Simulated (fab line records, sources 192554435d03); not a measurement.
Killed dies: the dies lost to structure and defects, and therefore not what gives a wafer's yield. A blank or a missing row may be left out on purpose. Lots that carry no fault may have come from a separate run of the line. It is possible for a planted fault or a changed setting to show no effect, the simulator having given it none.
Split-lot trial / flow n5 finfet / 39 wafers read across 7 lots, on a route 1938 steps long

SPLIT DETAILS
At N5_SD_EPI_N_EPI_21 (deposits Si:P, time 690 s), the setting pressure torr was moved away from the recipe's 255 Torr on 30 of the 39 wafers read, by -11.8% to +16.9%. For the rest of the wafers, this setting stayed at what the recipe calls for.

The reading is taken at the split's own step.

THE READING
Si-P_of_SD_EPI_N_EPI_21.thk nm (the simulator's own value, which no gauge read), in nm, at N5_SD_EPI_N_EPI_21 (deposits Si:P, time 690 s). No usual value for it is given in the file. Average 59.4 nm, standard deviation 0.61 nm, over the 9 wafers here run with the recipe.

wafer=L076.2; tool, chamber at the split=epi rpcvd-03, 0; pressure torr as run, Torr=255; against the recipe=recipe; Si-P_of_SD_EPI_N_EPI_21.thk nm, nm=58.2; against lot-mates on the recipe=-
wafer=L076.5; tool, chamber at the split=epi rpcvd-03, 0; pressure torr as run, Torr=255; against the recipe=recipe; Si-P_of_SD_EPI_N_EPI_21.thk nm, nm=58.8; against lot-mates on the recipe=-
wafer=L076.6; tool, chamber at the split=epi rpcvd-03, 0; pressure torr as run, Torr=255; against the recipe=recipe; Si-P_of_SD_EPI_N_EPI_21.thk nm, nm=59; against lot-mates on the recipe=-
wafer=L081.1; tool, chamber at the split=epi rpcvd-03, 0; pressure torr as run, Torr=298.1; against the recipe=+16.9%; Si-P_of_SD_EPI_N_EPI_21.thk nm, nm=62; against lot-mates on the recipe=no lot-mate on the recipe
wafer=L081.2; tool, chamber at the split=epi rpcvd-03, 0; pressure torr as run, Torr=298.1; against the recipe=+16.9%; Si-P_of_SD_EPI_N_EPI_21.thk nm, nm=61.4; against lot-mates on the recipe=no lot-mate on the recipe
wafer=L081.3; tool, chamber at the split=epi rpcvd-03, 0; pressure torr as run, Torr=298.1; against the recipe=+16.9%; Si-P_of_SD_EPI_N_EPI_21.thk nm, nm=62.6; against lot-mates on the recipe=no lot-mate on the recipe
wafer=L081.4; tool, chamber at the split=epi rpcvd-03, 0; pressure torr as run, Torr=298.1; against the recipe=+16.9%; Si-P_of_SD_EPI_N_EPI_21.thk nm, nm=62.2; against lot-mates on the recipe=no lot-mate on the recipe
wafer=L081.5; tool, chamber at the split=epi rpcvd-03, 0; pressure torr as run, Torr=298.1; against the recipe=+16.9%; Si-P_of_SD_EPI_N_EPI_21.thk nm, nm=62.2; against lot-mates on the recipe=no lot-mate on the recipe
wafer=L081.6; tool, chamber at the split=epi rpcvd-03, 0; pressure torr as run, Torr=298.1; against the recipe=+16.9%; Si-P_of_SD_EPI_N_EPI_21.thk nm, nm=62.4; against lot-mates on the recipe=no lot-mate on the recipe
wafer=L082.1; tool, chamber at the split=epi rpcvd-02, 0; pressure torr as run, Torr=255; against the recipe=recipe; Si-P_of_SD_EPI_N_EPI_21.thk nm, nm=59.4; against lot-mates on the recipe=-
wafer=L082.2; tool, chamber at the split=epi rpcvd-02, 0; pressure torr as run, Torr=255; against the recipe=recipe; Si-P_of_SD_EPI_N_EPI_21.thk nm, nm=60; against lot-mates on the recipe=-
wafer=L082.3; tool, chamber at the split=epi rpcvd-02, 0; pressure torr as run, Torr=255; against the recipe=recipe; Si-P_of_SD_EPI_N_EPI_21.thk nm, nm=59.6; against lot-mates on the recipe=-
wafer=L082.4; tool, chamber at the split=epi rpcvd-02, 0; pressure torr as run, Torr=255; against the recipe=recipe; Si-P_of_SD_EPI_N_EPI_21.thk nm, nm=60.2; against lot-mates on the recipe=-
wafer=L082.5; tool, chamber at the split=epi rpcvd-02, 0; pressure torr as run, Torr=255; against the recipe=recipe; Si-P_of_SD_EPI_N_EPI_21.thk nm, nm=59.8; against lot-mates on the recipe=-
wafer=L082.6; tool, chamber at the split=epi rpcvd-02, 0; pressure torr as run, Torr=255; against the recipe=recipe; Si-P_of_SD_EPI_N_EPI_21.thk nm, nm=59.8; against lot-mates on the recipe=-
wafer=L083.1; tool, chamber at the split=epi rpcvd-01, 0; pressure torr as run, Torr=224.9; against the recipe=-11.8%; Si-P_of_SD_EPI_N_EPI_21.thk nm, nm=55.6; against lot-mates on the recipe=no lot-mate on the recipe
wafer=L083.2; tool, chamber at the split=epi rpcvd-01, 0; pressure torr as run, Torr=224.9; against the recipe=-11.8%; Si-P_of_SD_EPI_N_EPI_21.thk nm, nm=56.2; against lot-mates on the recipe=no lot-mate on the recipe
wafer=L083.3; tool, chamber at the split=epi rpcvd-01, 0; pressure torr as run, Torr=224.9; against the recipe=-11.8%; Si-P_of_SD_EPI_N_EPI_21.thk nm, nm=55.8; against lot-mates on the recipe=no lot-mate on the recipe
wafer=L083.4; tool, chamber at the split=epi rpcvd-01, 0; pressure torr as run, Torr=224.9; against the recipe=-11.8%; Si-P_of_SD_EPI_N_EPI_21.thk nm, nm=55.2; against lot-mates on the recipe=no lot-mate on the recipe
wafer=L083.5; tool, chamber at the split=epi rpcvd-01, 0; pressure torr as run, Torr=224.9; against the recipe=-11.8%; Si-P_of_SD_EPI_N_EPI_21.thk nm, nm=55.4; against lot-mates on the recipe=no lot-mate on the recipe
wafer=L083.6; tool, chamber at the split=epi rpcvd-01, 0; pressure torr as run, Torr=224.9; against the recipe=-11.8%; Si-P_of_SD_EPI_N_EPI_21.thk nm, nm=56.4; against lot-mates on the recipe=no lot-mate on the recipe
wafer=L089.1; tool, chamber at the split=epi rpcvd-02, 0; pressure torr as run, Torr=226.9; against the recipe=-11.0%; Si-P_of_SD_EPI_N_EPI_21.thk nm, nm=57.6; against lot-mates on the recipe=no lot-mate on the recipe
wafer=L089.3; tool, chamber at the split=epi rpcvd-02, 0; pressure torr as run, Torr=226.9; against the recipe=-11.0%; Si-P_of_SD_EPI_N_EPI_21.thk nm, nm=57.6; against lot-mates on the recipe=no lot-mate on the recipe
wafer=L089.4; tool, chamber at the split=epi rpcvd-02, 0; pressure torr as run, Torr=226.9; against the recipe=-11.0%; Si-P_of_SD_EPI_N_EPI_21.thk nm, nm=57.6; against lot-mates on the recipe=no lot-mate on the recipe
wafer=L089.2; tool, chamber at the split=epi rpcvd-02, 0; pressure torr as run, Torr=226.9; against the recipe=-11.0%; Si-P_of_SD_EPI_N_EPI_21.thk nm, nm=57; against lot-mates on the recipe=no lot-mate on the recipe
wafer=L089.5; tool, chamber at the split=epi rpcvd-02, 0; pressure torr as run, Torr=226.9; against the recipe=-11.0%; Si-P_of_SD_EPI_N_EPI_21.thk nm, nm=57.8; against lot-mates on the recipe=no lot-mate on the recipe
wafer=L089.6; tool, chamber at the split=epi rpcvd-02, 0; pressure torr as run, Torr=226.9; against the recipe=-11.0%; Si-P_of_SD_EPI_N_EPI_21.thk nm, nm=58.2; against lot-mates on the recipe=no lot-mate on the recipe
wafer=L090.1; tool, chamber at the split=epi rpcvd-02, 0; pressure torr as run, Torr=274.9; against the recipe=+7.8%; Si-P_of_SD_EPI_N_EPI_21.thk nm, nm=59.8; against lot-mates on the recipe=no lot-mate on the recipe
wafer=L090.2; tool, chamber at the split=epi rpcvd-02, 0; pressure torr as run, Torr=274.9; against the recipe=+7.8%; Si-P_of_SD_EPI_N_EPI_21.thk nm, nm=60.4; against lot-mates on the recipe=no lot-mate on the recipe
wafer=L090.5; tool, chamber at the split=epi rpcvd-02, 0; pressure torr as run, Torr=274.9; against the recipe=+7.8%; Si-P_of_SD_EPI_N_EPI_21.thk nm, nm=60.4; against lot-mates on the recipe=no lot-mate on the recipe
wafer=L090.3; tool, chamber at the split=epi rpcvd-02, 0; pressure torr as run, Torr=274.9; against the recipe=+7.8%; Si-P_of_SD_EPI_N_EPI_21.thk nm, nm=60; against lot-mates on the recipe=no lot-mate on the recipe
wafer=L090.4; tool, chamber at the split=epi rpcvd-02, 0; pressure torr as run, Torr=274.9; against the recipe=+7.8%; Si-P_of_SD_EPI_N_EPI_21.thk nm, nm=60.6; against lot-mates on the recipe=no lot-mate on the recipe
wafer=L090.6; tool, chamber at the split=epi rpcvd-02, 0; pressure torr as run, Torr=274.9; against the recipe=+7.8%; Si-P_of_SD_EPI_N_EPI_21.thk nm, nm=60.8; against lot-mates on the recipe=no lot-mate on the recipe
wafer=L093.1; tool, chamber at the split=epi rpcvd-01, 0; pressure torr as run, Torr=238.9; against the recipe=-6.3%; Si-P_of_SD_EPI_N_EPI_21.thk nm, nm=58.2; against lot-mates on the recipe=no lot-mate on the recipe
wafer=L093.3; tool, chamber at the split=epi rpcvd-01, 0; pressure torr as run, Torr=238.9; against the recipe=-6.3%; Si-P_of_SD_EPI_N_EPI_21.thk nm, nm=58.2; against lot-mates on the recipe=no lot-mate on the recipe
wafer=L093.2; tool, chamber at the split=epi rpcvd-01, 0; pressure torr as run, Torr=238.9; against the recipe=-6.3%; Si-P_of_SD_EPI_N_EPI_21.thk nm, nm=57.4; against lot-mates on the recipe=no lot-mate on the recipe
wafer=L093.5; tool, chamber at the split=epi rpcvd-01, 0; pressure torr as run, Torr=238.9; against the recipe=-6.3%; Si-P_of_SD_EPI_N_EPI_21.thk nm, nm=57.4; against lot-mates on the recipe=no lot-mate on the recipe
wafer=L093.4; tool, chamber at the split=epi rpcvd-01, 0; pressure torr as run, Torr=238.9; against the recipe=-6.3%; Si-P_of_SD_EPI_N_EPI_21.thk nm, nm=57.8; against lot-mates on the recipe=no lot-mate on the recipe
wafer=L093.6; tool, chamber at the split=epi rpcvd-01, 0; pressure torr as run, Torr=238.9; against the recipe=-6.3%; Si-P_of_SD_EPI_N_EPI_21.thk nm, nm=57.6; against lot-mates on the recipe=no lot-mate on the recipe

FIT RESULTS
A straight line over all 39 wafers: Si-P_of_SD_EPI_N_EPI_21.thk nm changes by +0.192 nm for each +1% of pressure torr; r = +0.94; the points scatter about the line by 0.7 nm.
Too few moved wafers have a lot-mate on the recipe to fit a line with each lot's own level taken away.

FILE'S OWN FIT
Si-P_of_SD_EPI_N_EPI_21.thk nm changes by +0.192 nm for each +1% of pressure torr, r = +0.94.
